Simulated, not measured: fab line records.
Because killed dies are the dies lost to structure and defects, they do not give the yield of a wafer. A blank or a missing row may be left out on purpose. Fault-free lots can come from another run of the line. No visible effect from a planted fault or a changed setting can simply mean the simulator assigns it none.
Matching of chambers | flow nandHarc | NHARC_A_CHANNEL_FILL_D2_ETCHBACK_19 on rieSi-03: 4 sister chambers
The step etches the open film in HBr/Cl2, target depth 5 nm, time 1.7 s. 18 wafers are shown with their chamber, then 9 later ones without.

== WAFERS PAIRED WITH THEIR CHAMBERS ==
wafer  | chamber | heBacksideLeakSccm (sccm) | throttleValvePct (%) | oesProductAu (a.u.)
L076.1 | 2       | 2.5                       | 26.437               | 0.981
L076.3 | 3       | 2.9                       | 26.393               | 0.985
L076.4 | 0       | 2.8                       | 26.409               | 1.005
L079.2 | 1       | 2.9                       | 26.407               | 1.005
L079.5 | 1       | 2.9                       | 26.412               | 0.995
L079.6 | 0       | 2.4                       | 26.412               | 0.998
L080.1 | 1       | 3.0                       | 26.394               | 0.993
L080.2 | 3       | 3.0                       | 26.418               | 1.004
L080.5 | 3       | 2.8                       | 26.420               | 1.003
L083.2 | 3       | 2.7                       | 26.401               | 0.999
L083.5 | 3       | 2.9                       | 26.408               | 0.989
L083.6 | 0       | 2.6                       | 26.413               | 0.995
L086.4 | 3       | 3.1                       | 26.407               | 0.998
L086.5 | 2       | 2.8                       | 26.410               | 0.999
L086.6 | 3       | 3.0                       | 26.413               | 1.002
L088.1 | 1       | 2.8                       | 26.398               | 1.001
L088.3 | 2       | 2.6                       | 26.420               | 0.996
L088.6 | 1       | 2.9                       | 26.415               | 0.998

SIGNATURES (averages over the wafers above)
reading            | chamber 0 | chamber 1 | chamber 2 | chamber 3 | scatter within a chamber
heBacksideLeakSccm | 2.600     | 2.900     | 2.633     | 2.914     | 0.135
throttleValvePct   | 26.41133  | 26.40520  | 26.42233  | 26.40857  | 0.00943
oesProductAu       | 0.99933   | 0.99840   | 0.99200   | 0.99714   | 0.00683
Rule: distance of a wafer from a chamber = root of the sum over the readings of ((wafer's reading minus chamber's mean) / reading's scatter) squared. If the next closest chamber is less than 2 further off than the closest, the wafer can't be placed; otherwise it belongs to the closest. The scatter is the square root of a quotient: the sum, over the shown wafers, of each reading's squared deviation from its chamber's mean, divided by wafers minus chambers.

== WAFERS MISSING THEIR CHAMBER ==
wafer  | heBacksideLeakSccm (sccm) | throttleValvePct (%) | oesProductAu (a.u.)
L092.3 | 2.5                       | 26.398               | 1.004
L092.4 | 2.9                       | 26.404               | 0.993
L092.6 | 2.9                       | 26.410               | 0.985
L094.1 | 2.9                       | 26.404               | 1.003
L094.3 | 2.8                       | 26.399               | 0.990
L094.4 | 3.0                       | 26.404               | 1.010
L096.2 | 2.7                       | 26.402               | 0.986
L096.3 | 2.7                       | 26.402               | 1.003
L096.5 | 2.8                       | 26.405               | 0.991

== WHICH CHAMBER EACH WENT THROUGH ==
wafer  | from the rows above               | in truth
L092.3 | can't be placed: 0 or 1 or 2 or 3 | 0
L092.4 | can't be placed: 3 or 1 or 0 or 2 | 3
L092.6 | can't be placed: 3 or 1 or 2 or 0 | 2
L094.1 | can't be placed: 1 or 3 or 0      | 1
L094.3 | can't be placed: 1 or 3 or 0 or 2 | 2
L094.4 | can't be placed: 1 or 3 or 0      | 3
L096.2 | can't be placed: 0 or 1 or 2 or 3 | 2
L096.3 | can't be placed: 0 or 1 or 3 or 2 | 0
L096.5 | can't be placed: 3 or 1 or 0 or 2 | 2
Correct placement for 0 of the 9. Not placeable from these rows: 9 (in 9, the candidates include the true chamber). Wrongly placed: 0.
